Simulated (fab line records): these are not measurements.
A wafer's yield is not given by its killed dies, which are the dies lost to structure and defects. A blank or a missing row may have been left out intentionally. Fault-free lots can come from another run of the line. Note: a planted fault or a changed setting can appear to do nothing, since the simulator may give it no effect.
Matching of chambers :: flow n5 finfet :: 4 sister chambers for N5_BEOL_M0_STRIP_142 on rie diel-04
The step strips in N2/H2, time 10 s. 4 wafers are shown with their chamber, then 9 later ones without.

== WAFERS PAIRED WITH THEIR CHAMBERS ==
wafer: L084.4
chamber: 0
showerhead plenum p Torr (Torr): 2.60

wafer: L086.6
chamber: 1
showerhead plenum p Torr (Torr): 2.41

wafer: L088.5
chamber: 3
showerhead plenum p Torr (Torr): 2.62

wafer: L088.6
chamber: 2
showerhead plenum p Torr (Torr): 2.57

== WAFERS WITH NO CHAMBER GIVEN ==
wafer: L092.2
showerhead plenum p Torr (Torr): 2.57

wafer: L092.4
showerhead plenum p Torr (Torr): 2.59

wafer: L092.6
showerhead plenum p Torr (Torr): 2.57

wafer: L094.1
showerhead plenum p Torr (Torr): 2.57

wafer: L094.2
showerhead plenum p Torr (Torr): 2.61

wafer: L094.3
showerhead plenum p Torr (Torr): 2.58

wafer: L094.4
showerhead plenum p Torr (Torr): 2.72

wafer: L094.5
showerhead plenum p Torr (Torr): 2.61

wafer: L094.6
showerhead plenum p Torr (Torr): 2.57

== WHICH CHAMBER EACH WENT THROUGH ==
wafer: L092.2
from the rows above: can't be placed: 2 or 0 or 3
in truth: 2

wafer: L092.4
from the rows above: can't be placed: 0 or 2 or 3
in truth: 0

wafer: L092.6
from the rows above: can't be placed: 2 or 0 or 3
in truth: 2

wafer: L094.1
from the rows above: can't be placed: 2 or 0 or 3
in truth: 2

wafer: L094.2
from the rows above: can't be placed: 0 or 3 or 2
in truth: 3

wafer: L094.3
from the rows above: can't be placed: 2 or 0 or 3
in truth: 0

wafer: L094.4
from the rows above: can't be placed: 3 or 0 or 2
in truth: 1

wafer: L094.5
from the rows above: can't be placed: 0 or 3 or 2
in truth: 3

wafer: L094.6
from the rows above: can't be placed: 2 or 0 or 3
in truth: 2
0 of 9 placed correctly. Unplaceable from these rows: 9, with the true chamber sitting among the candidates in 8. Wrongly placed: 0.
How it was worked out, from the rows above alone: a wafer's distance from a chamber is the root of the sum, over the readings, of the square of ((its reading less the chamber's mean) divided by the reading's scatter). If the next closest chamber is less than 2 further off than the closest, the wafer can't be placed; otherwise it belongs to the closest. For every chamber, the mean is computed from those of its wafers that are shown. The scatter: with one shown wafer a chamber, the root of the mean of the squares of how far each hidden wafer lies from its nearest shown one.
